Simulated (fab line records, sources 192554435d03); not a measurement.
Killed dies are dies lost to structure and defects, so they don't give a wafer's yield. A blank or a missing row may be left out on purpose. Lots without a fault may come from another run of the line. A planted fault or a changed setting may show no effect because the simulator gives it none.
Which tool did it? | flow n5_finfet | 10 lots, 30 wafers sampled, at 6 steps of a route of 1938

WHAT THE GAUGES READ, wafer by wafer
N5_WELL_APT_OVL_MEAS_09.
lot  | measured    | on         | NWELL_OVL (nm)
L951 | day 1 13:46 | overlay-01 | 4 -5 -7
L954 | day 2 07:40 | overlay-01 | -14 -5 -10
L956 | day 2 20:08 | overlay-01 | -7 -5 -13
L957 | day 3 01:59 | overlay-01 | -6 -13 -14
L961 | day 4 01:50 | overlay-01 | -3 -1 -12
L962 | day 4 07:43 | overlay-01 | -11 -9 -7
L963 | day 4 13:43 | overlay-02 | -13 -11 -3
L970 | day 6 07:50 | overlay-01 | -8 1 -4
L971 | day 6 14:01 | overlay-02 | 3 -9 -7
L974 | day 7 07:43 | overlay-01 | 4 -6 7

N5_PMOS_HMC_CHANNEL_EPI_OVL_MEAS_10.
lot  | measured    | on         | PMOS_HMC_BLK_OVL (nm)
L951 | day 1 17:17 | overlay-02 | 0.7 -0.6 0.8
L954 | day 2 11:21 | overlay-02 | 0.2 -0.3 0.6
L956 | day 2 23:33 | overlay-01 | 69.2 69.8 70.2
L957 | day 3 05:38 | overlay-01 | 74.4 74.4 74.2
L961 | day 4 06:46 | overlay-02 | 0.0 -0.1 -0.7
L962 | day 4 11:35 | overlay-02 | 1.1 0.1 0.2
L963 | day 4 17:06 | overlay-02 | -0.6 0.2 0.4
L970 | day 6 11:23 | overlay-02 | -1.2 -0.9 -0.2
L971 | day 6 17:42 | overlay-01 | 0.5 0.0 1.1
L974 | day 7 11:13 | overlay-01 | -0.8 2.0 0.0

N5_BEOL_M4_RC_MEAS_101.
lot  | measured     | on        | DIBL_N (mV/V)  | DIBL_P (mV/V)  | IOFF_N (nA/um) | IOFF_P (nA/um) | ION_N (uA/um) | ION_P (uA/um) | SS_N (mV/dec)  | SS_P (mV/dec)  | VT_N (mV)   | VT_P (mV)
L951 | day 8 01:31  | prober-01 | 35.5 36.4 35.7 | 35.5 36.6 34.9 | 0.14 0.15 0.14 | 0.18 0.20 0.18 | 657 674 666   | 448 464 456   | 71.7 71.3 70.9 | 72.8 73.2 73.1 | 253 254 250 | -254 -251 -251
L954 | day 8 14:13  | prober-02 | 32.8 35.9 34.4 | 32.8 35.1 32.9 | 0.12 0.16 0.14 | 0.17 0.20 0.17 | 660 663 652   | 454 454 446   | 70.6 71.8 71.6 | 72.8 72.8 72.2 | 255 250 252 | -252 -252 -251
L956 | day 9 05:38  | prober-02 | 38.0 35.7 37.3 | 40.4 36.3 39.3 | 0.20 0.16 0.18 | 0.27 0.20 0.26 | 687 670 671   | 469 464 463   | 72.1 71.7 72.3 | 73.6 72.8 73.7 | 244 248 248 | -246 -251 -248
L957 | day 9 04:58  | prober-01 | 38.8 36.9 37.5 | 41.7 38.2 38.4 | 0.23 0.18 0.19 | 0.27 0.21 0.21 | 694 676 683   | 468 452 456   | 72.2 71.8 71.6 | 74.3 73.9 74.3 | 245 250 248 | -251 -252 -254
L961 | day 11 08:37 | prober-01 | 38.3 40.4 38.5 | 37.3 39.3 36.5 | 0.18 0.24 0.20 | 0.23 0.27 0.22 | 684 692 680   | 461 472 458   | 72.0 72.4 72.6 | 73.8 74.3 74.3 | 250 246 248 | -252 -249 -250
L962 | day 10 15:55 | prober-01 | 36.1 34.8 35.1 | 35.3 34.0 34.4 | 0.15 0.13 0.14 | 0.22 0.19 0.19 | 668 656 665   | 466 457 459   | 71.4 70.9 71.9 | 72.6 71.8 72.7 | 250 253 252 | -246 -252 -249
L963 | day 11 00:52 | prober-01 | 37.7 34.9 36.2 | 38.5 36.7 37.5 | 0.19 0.14 0.16 | 0.26 0.21 0.23 | 688 677 677   | 475 466 461   | 72.3 70.8 72.2 | 73.5 73.7 72.3 | 248 253 248 | -245 -249 -246
L970 | day 12 21:56 | prober-01 | 37.1 36.4 38.0 | 37.7 35.5 38.3 | 0.17 0.15 0.21 | 0.27 0.22 0.28 | 679 668 702   | 465 461 472   | 72.8 71.0 73.2 | 73.5 73.3 74.1 | 248 252 244 | -245 -245 -245
L971 | day 13 01:27 | prober-01 | 35.4 37.0 35.2 | 37.3 37.7 37.1 | 0.16 0.17 0.15 | 0.21 0.22 0.21 | 681 682 682   | 464 465 461   | 71.1 70.8 71.0 | 73.6 73.7 73.0 | 248 248 250 | -250 -249 -249
L974 | day 14 00:20 | prober-01 | 39.1 37.7 39.5 | 38.5 37.1 39.5 | 0.18 0.16 0.19 | 0.23 0.22 0.26 | 663 659 681   | 460 458 467   | 71.9 72.1 72.8 | 74.1 73.7 73.8 | 251 252 251 | -249 -248 -247

WHICH TOOL RAN EACH LOT (tool, then ch and the chambers of the sampled wafers, then the start)
lot  | N5_WELL_APT_EPI_41             | N5_PMOS_HMC_CHANNEL_EPI_HM_DEP_34 | N5_PMOS_HMC_CHANNEL_EPI_EXPOSE_06
L951 | epi_rpcvd-04 ch 0, day 1 16:19 | pecvd-03 ch 0,1,2, day 1 16:59    | arfi_scanner-01 ch 0, day 1 17:08
L954 | epi_rpcvd-03 ch 0, day 2 10:19 | pecvd-01 ch 0,1, day 2 10:55      | arfi_scanner-02 ch 0, day 2 11:13
L956 | epi_rpcvd-04 ch 0, day 2 22:37 | pecvd-02 ch 0,1, day 2 23:06      | arfi_scanner-02 ch 0, day 2 23:24
L957 | epi_rpcvd-02 ch 0, day 3 04:40 | pecvd-03 ch 0,1,2, day 3 05:20    | arfi_scanner-02 ch 0, day 3 05:29
L961 | epi_rpcvd-03 ch 0, day 4 05:40 | pecvd-02 ch 0,1,2, day 4 06:20    | arfi_scanner-01 ch 0, day 4 06:37
L962 | epi_rpcvd-02 ch 0, day 4 10:33 | pecvd-02 ch 0,1, day 4 11:07      | arfi_scanner-03 ch 0, day 4 11:25
L963 | epi_rpcvd-03 ch 0, day 4 16:07 | pecvd-03 ch 0,1, day 4 16:47      | arfi_scanner-03 ch 0, day 4 16:56
L970 | epi_rpcvd-02 ch 0, day 6 10:17 | pecvd-02 ch 0,1,2, day 6 10:58    | arfi_scanner-01 ch 0, day 6 11:14
L971 | epi_rpcvd-02 ch 0, day 6 17:01 | pecvd-01 ch 0,1,2, day 6 17:24    | arfi_scanner-01 ch 0, day 6 17:34
L974 | epi_rpcvd-02 ch 0, day 7 10:22 | pecvd-01 ch 0,2, day 7 10:46      | arfi_scanner-01 ch 0, day 7 11:04
- N5_WELL_APT_EPI_41: deposits Si from SiH4/H2, target thk 50 nm, time 297.7 s.
- N5_PMOS_HMC_CHANNEL_EPI_HM_DEP_34: deposits SiO2 from TEOS/O2, target thk 36 nm, time 6.9 s.
- N5_PMOS_HMC_CHANNEL_EPI_EXPOSE_06: exposes mask PMOS HMC BLK, target cd 240 nm.

WHAT THE TOOLS THEMSELVES READ (means of the sampled wafers that have a number; where no wafer has one, the mark that the record gives instead)
N5_WELL_APT_EPI_41.
lot  | tool         | throttle_valve_pct (%)
L951 | epi_rpcvd-04 | 11.12
L954 | epi_rpcvd-03 | 11.57
L956 | epi_rpcvd-04 | 11.12
L957 | epi_rpcvd-02 | 11.34
L961 | epi_rpcvd-03 | 11.61
L962 | epi_rpcvd-02 | 11.29
L963 | epi_rpcvd-03 | 11.72
L970 | epi_rpcvd-02 | 11.26
L971 | epi_rpcvd-02 | 11.48
L974 | epi_rpcvd-02 | 11.36

N5_PMOS_HMC_CHANNEL_EPI_HM_DEP_34.
lot  | tool     | heater_power_w (W) | showerhead_plenum_p_Torr (Torr) | throttle_valve_pct (%)
L951 | pecvd-03 | 502                | 8.36                            | 18.5
L954 | pecvd-01 | 485                | 8.35                            | 18.7
L956 | pecvd-02 | 534                | 8.38                            | 18.9
L957 | pecvd-03 | 526                | 8.35                            | 18.5
L961 | pecvd-02 | 583                | 8.35                            | 18.7
L962 | pecvd-02 | 638                | 8.38                            | 19.6
L963 | pecvd-03 | 509                | 8.33                            | 19.4
L970 | pecvd-02 | 663                | 8.36                            | 18.8
L971 | pecvd-01 | 605                | 8.37                            | 19.1
L974 | pecvd-01 | 554                | 8.32                            | 18.6

N5_PMOS_HMC_CHANNEL_EPI_EXPOSE_06.
lot  | tool            | exposure_dose_mJ_cm2 | reticle_temp_C (C)
L951 | arfi_scanner-01 | 40.96                | 23.03
L954 | arfi_scanner-02 | 40.98                | 23.07
L956 | arfi_scanner-02 | 40.99                | 23.05
L957 | arfi_scanner-02 | 40.95                | 23.04
L961 | arfi_scanner-01 | 40.92                | 23.09
L962 | arfi_scanner-03 | 40.94                | 23.01
L963 | arfi_scanner-03 | 40.92                | 23.04
L970 | arfi_scanner-01 | 40.94                | 22.93
L971 | arfi_scanner-01 | 40.94                | 23.03
L974 | arfi_scanner-01 | 40.97                | 23.14

THE ANSWER, worked out from the rows above alone
Rule: what is usual is taken from the lots themselves. Put in order of their means at a reading, lots are off if they are a third of the lots or fewer, leave a main group of 4 or more, and stand apart from it by a gap of 3 or more times the standard deviation of the main group's means; of several such gaps the widest counts. A main group whose means are all the same, to the digits that the tables above print for the reading, isn't used. A lot without any number at a reading at which 4 lots or more have one is off too. The other lots that the step has rows for count as sound. The gauges are gone through in route order, then the tools' own readings, and for those a lot's mean is taken as printed above. The first step at which some lot is off is used, and at that step the reading that is off furthest; a lot without a number counts as furthest.
Off: L956, L957, at N5_PMOS_HMC_CHANNEL_EPI_OVL_MEAS_10 (PMOS_HMC_BLK_OVL). The main group: mean 0.1 nm, standard deviation 0.41.
A tool fits if, at a process step before that reading, it ran every lot that is off, and no sound lot after the first of them. The gauges at N5_PMOS_HMC_CHANNEL_EPI_OVL_MEAS_10 are tried like those tools. One fits: arfi_scanner-02 at N5_PMOS_HMC_CHANNEL_EPI_EXPOSE_06. Its last sound lot is L954 (day 2 11:13), its first lot that is off L956 (day 2 23:24): a fault that began between those two fits.

WHAT THE SIMULATOR HAD PUT IN
Scanner matching overlay: arfi_scanner-02, from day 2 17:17 on, at N5_PMOS_HMC_CHANNEL_EPI_EXPOSE_06. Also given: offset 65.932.
Lots struck among those shown: L956, L957. The rule above found the same.
